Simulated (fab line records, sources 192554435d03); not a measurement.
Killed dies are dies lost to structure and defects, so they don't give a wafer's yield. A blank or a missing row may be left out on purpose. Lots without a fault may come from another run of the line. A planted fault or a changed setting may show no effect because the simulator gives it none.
Problem report in the 8D (eight disciplines) form, filled by code | flow n5_finfet | the parts of the form that need people (team, actions taken, sign-off) are left out

1. THE PROBLEM
rf_fwd_power_W at N5_PASSIVATION_PASS_ETCH_74 reads a mean of 659.4 W on 3 wafers of 2 lots; wafers without a fault read 532.7 W with a standard deviation of 1.9. That is +67 standard deviations from the usual mean.
The step: etches SiNx in CF4/O2, target depth 220 nm, time 110 s.
First seen on wafer L813.2, day 15 13:14, on rie_diel-03. The record holds 33 wafers of 11 lots with a number at this step. Rule for "out", or "out of limits": more than 4 standard deviations from the usual mean. The other wafers with a number count as sound.

2. WHAT IT IS AND WHAT IT IS NOT
question                    | is                       | is not
which readings at this step | rf_fwd_power_W, rf_vpp_V | drypump_motor_current_A, oes_product_au, showerhead_plenum_p_Torr, throttle_valve_pct
which lots                  | L813, L819               | L803, L806, L807, L808, L810, L812, L814, L824, L826
which wafers of those lots  | L813.2, L813.6, L819.3   | L813.1, L819.2, L819.6
read on which tools         | rie_diel-03              | rie_diel-01, rie_diel-02
when                        | from day 15 13:14        | up to then (22 sound wafers); but 8 sound wafers of L819, L824, L826 came after

3. SUSPECTS, AND WHAT RULES EACH OUT
Counting: a tool at a process step up to the reading stays a suspect if it ran every lot that is out. Sound lots after the first of them don't rule it out here, since some wafers of a struck lot are sound.
- pvd_sputter-02 at N5_MIM_TOP_DEGAS_04 (time 60 s): kept. It ran every lot that is out, first L813 (day 15 08:28); its last sound lot up to then is L814 (day 14 12:05).
- rie_diel-03 at N5_PASSIVATION_PASS_ETCH_74 (etches SiNx in CF4/O2, target depth 220 nm, time 110 s): kept. It ran every lot that is out, first L813 (day 15 13:14); its last sound lot up to then is L814 (day 14 17:59). Its own readings are out on those wafers: rf_fwd_power_W, rf_vpp_V.
- Within rie_diel-03 at N5_PASSIVATION_PASS_ETCH_74: the wafers that are out ran in chamber 2; their sound lot-mates ran in chambers 0, 3.
Left after counting: pvd_sputter-02 at N5_MIM_TOP_DEGAS_04, rie_diel-03 at N5_PASSIVATION_PASS_ETCH_74.

4. THE CAUSE (what the simulator had put in)
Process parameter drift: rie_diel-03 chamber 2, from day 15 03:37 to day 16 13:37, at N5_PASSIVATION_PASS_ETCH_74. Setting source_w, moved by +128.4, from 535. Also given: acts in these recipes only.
Counting left 2 suspects, and this tool is among them.

5. THE CHAIN OF EFFECTS, in route order
Each row: a reading whose mean over the struck wafers that have a number lies more than 3 standard deviations from the usual. Only readings for which the record gives a usual standard deviation are gone through. hours: the time from each lot's start at the first step in this table that gives one to its start at this step, as a median over the lots. sigmas: the change in usual standard deviations.
hours | step                        | reading        | usual     | on struck wafers | change | sigmas
0     | N5_PASSIVATION_PASS_ETCH_74 | oes_f_703_au   | 0.81 a.u. | 1.04             | +0.23  | +4.0
0     | N5_PASSIVATION_PASS_ETCH_74 | rf_fwd_power_W | 532.7 W   | 659.4            | +126.7 | +67
0     | N5_PASSIVATION_PASS_ETCH_74 | rf_vpp_V       | 241.3 V   | 214.5            | -26.8  | -13
The process steps in it:
- N5_PASSIVATION_PASS_ETCH_74: etches SiNx in CF4/O2, target depth 220 nm, time 110 s.

6. WHAT WOULD HAVE CAUGHT IT SOONER
In this record the first reading out of limits was taken at day 15 13:14, 10 hours after the fault began at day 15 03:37.
